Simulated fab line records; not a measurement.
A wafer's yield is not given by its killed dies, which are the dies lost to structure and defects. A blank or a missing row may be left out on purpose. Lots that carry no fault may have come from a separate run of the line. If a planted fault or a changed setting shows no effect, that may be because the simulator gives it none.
A struck lot beside a sound one | flow n5_finfet | 25 out of 1938 route steps
Sound: wafers L249.1, L249.2, L249.5. Struck: wafers L254.2, L254.3, L254.6. The cause is named last.
At each step with rows: each side's tool, then ch and its chambers, then its first start. Under that, the readings that differ: sound wafers | struck wafers | difference of the means | sigmas: that difference in standard deviations of wafers without a fault.
alike: same words and numbers on both sides, and readings whose means sit less than 2 such deviations apart. not compared: any withheld reading, any reading some wafer has no value for, any bound like >300 that may hide the same value, and any number with overlapping values for which the record gives no deviation.
Wherever a step has rows on one side only, a row that says differs or no value, or a row with sigmas, the two part there. Numbers that don't overlap but have no deviation are shown without sigmas and don't part them. A reading missing from all wafers of one side parts the sides only when that side holds two or more wafers.

first, 3 steps without rows for these wafers: N5_MOL_CONTACT_COAG_CMP_23 (polishes, stops on SiO2, t overpolish 1.5 s, target thk 0 nm); N5_MOL_CONTACT_COAG_WET_ETCH_26 (target Co, target depth 13 nm); N5_MOL_CONTACT_COAG_WET_ETCH_116 (etches the open film in SC1-inhibited, target depth 4.6 nm, rinse time 30 s).
N5_MOL_CONTACT_COAG_ALD_27: deposits SiOC, target thk 17 nm, pulse time 1.5 s, time 2720 s.
  sound on ald_sin-03 ch 0,1,3, day 5 20:59; struck on ald_sin-03 ch 1,2,3, day 7 03:13
  alike: heater_power_w, precursor_pulse_height_rel
N5_MOL_CONTACT_COAG_CMP_28: polishes, stops on SiNx, t overpolish 0.85 s, target thk 14.522 nm.
  sound on cmp-03 ch 0,1, day 5 22:40; struck on cmp-03 ch 2,3, day 7 04:47
  alike: motor_current_A, time_to_endpoint_s
N5_MOL_CONTACT_COAG_THK_MEAS_29:
  sound: film_metro-01 at day 5 22:56; struck: film_metro-02 at day 7 05:05
  alike: MD_CAP_THK
N5_MOL_CONTACT_COAG_ALD_123: deposits SiNx, target thk 5 nm, pulse time 1 s, purge time 2 s.
  sound on ald_sin-03 ch 1,2,3, day 5 22:58; struck on ald_sin-01 ch 0,3, day 7 05:13
  alike: heater_power_w, precursor_pulse_height_rel
then, 3 steps without rows for these wafers: N5_MOL_CONTACT_COAG_PECVD_31 (deposits SiO2 from TEOS/O2, target thk 46 nm, time 8.9 s); N5_MOL_CONTACT_COAG_COAT_75 (time 60 s, resist thk 60 nm); N5_MOL_CONTACT_COAG_COAT_76 (time 60 s, resist thk 10 nm).
N5_MOL_CONTACT_COAG_COAT_77: time 60 s, resist thk 10 nm.
  sound on litho_track-04 ch 0, day 5 23:32; struck on litho_track-04 ch 0, day 7 05:47
  reading              | sound                | struck               | difference | sigmas
  spin_speed_rpm (rpm) | 1501.2 1499.4 1501.0 | 1459.6 1459.6 1459.6 | -40.9      | -42
  alike: dispense_pressure_kPa
then, 6 steps without rows for these wafers: N5_MOL_CONTACT_COAG_COAT_78 (resist thk 40 nm); N5_MOL_CONTACT_COAG_EBR_80; N5_MOL_CONTACT_COAG_SOFTBAKE_79 (time 60 s); N5_MOL_CONTACT_COAG_EXPOSE_81 (exposes mask VG, defocus 0 nm); N5_MOL_CONTACT_COAG_PEB_82 (peb time 60 s); N5_MOL_CONTACT_COAG_DEVELOP_83 (develop time 30 s).
N5_MOL_CONTACT_COAG_CD_MEAS_84: the cd target is 25.1 nm.
  sound on cd_sem-02 ch 0, day 5 23:56; struck on cd_sem-02 ch 0, day 7 06:11
  alike: cd_nm
N5_MOL_CONTACT_COAG_OVL_MEAS_85:
  sound on overlay-01 ch 0, day 5 23:58; struck on overlay-01 ch 0, day 7 06:13
  alike: VG_OVL
N5_MOL_CONTACT_COAG_INSPECT_57: inspects for defects (brightfield).
  sound: defect_inspect-02 at day 6 00:01; struck: defect_inspect-02 at day 7 06:16
  alike: raw_defect_count
N5_MOL_CONTACT_COAG_DESCUM_88: chemistry O2, time 7 s.
  sound on rie_diel-04 ch 0,1, day 6 00:11; struck on rie_diel-05 ch 0,1,2, day 7 06:18
  alike: drypump_motor_current_A, oes_product_au, rf_vpp_V, showerhead_plenum_p_Torr, throttle_valve_pct
  not compared: rf_hours_counter_h
N5_MOL_CONTACT_COAG_ETCH_89: etches underlayer in N2/H2, target depth 13 nm, time 10.4 s.
  sound on rie_diel-04 ch 0,1, day 6 00:13; struck on rie_diel-05 ch 0,1,2, day 7 06:20
  reading                  | sound             | struck            | difference | sigmas
  model.etch.depth_nm (nm) | 10.01 10.01 10.01 | 10.14 10.18 10.15 | +0.15      |
  alike: drypump_motor_current_A, etch_rf_on_time_s, oes_product_au, rf_vpp_V, showerhead_plenum_p_Torr, throttle_valve_pct
  not compared: rf_hours_counter_h
N5_MOL_CONTACT_COAG_ETCH_90: etches SiARC in CF4, target depth 13 nm, time 21.7 s.
  sound on rie_diel-04 ch 0,1, day 6 00:14; struck on rie_diel-05 ch 0,1,2, day 7 06:21
  alike: drypump_motor_current_A, etch_rf_on_time_s, mfc_ar_sccm, oes_product_au, rf_vpp_V, showerhead_plenum_p_Torr, throttle_valve_pct
  not compared: rf_hours_counter_h
-- record jumps: 3 days separate the struck wafers' starts on either side; left off in module MOL_CONTACT_COAG, taken up again in module BEOL_M4, whose first shown step is the route's number 1111 --
N5_BEOL_M4_RC_MEAS_101:
  sound on prober-02 ch 0, day 8 13:54; struck on prober-01 ch 0, day 9 20:24
  reading       | sound          | struck         | difference | sigmas
  DIBL_N (mV/V) | 31.7 36.6 37.1 | 37.4 39.1 39.6 | +3.6       | +2
  VT_N (mV)     | 257 253 247    | 248 245 245    | -6         | -2
  alike: DIBL_P, IOFF_N, IOFF_P, ION_N, ION_P, SS_N, SS_P, VT_P
-- record jumps: 4 days separate the struck wafers' starts on either side; left off in module BEOL_M4, taken up again in module PASSIVATION, whose first shown step is the route's number 1936 --
N5_PASSIVATION_PROBE_49:
  the record has rows for the struck wafers here (prober-02, day 13 21:56) and none for the sound ones

## WHERE THEY PART
First at N5_MOL_CONTACT_COAG_COAT_77; last, within this record, at N5_PASSIVATION_PROBE_49.

WHY: what the simulator had put in
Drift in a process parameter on litho_track-04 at N5_MOL_CONTACT_COAG_COAT_77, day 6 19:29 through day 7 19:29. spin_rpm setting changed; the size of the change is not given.
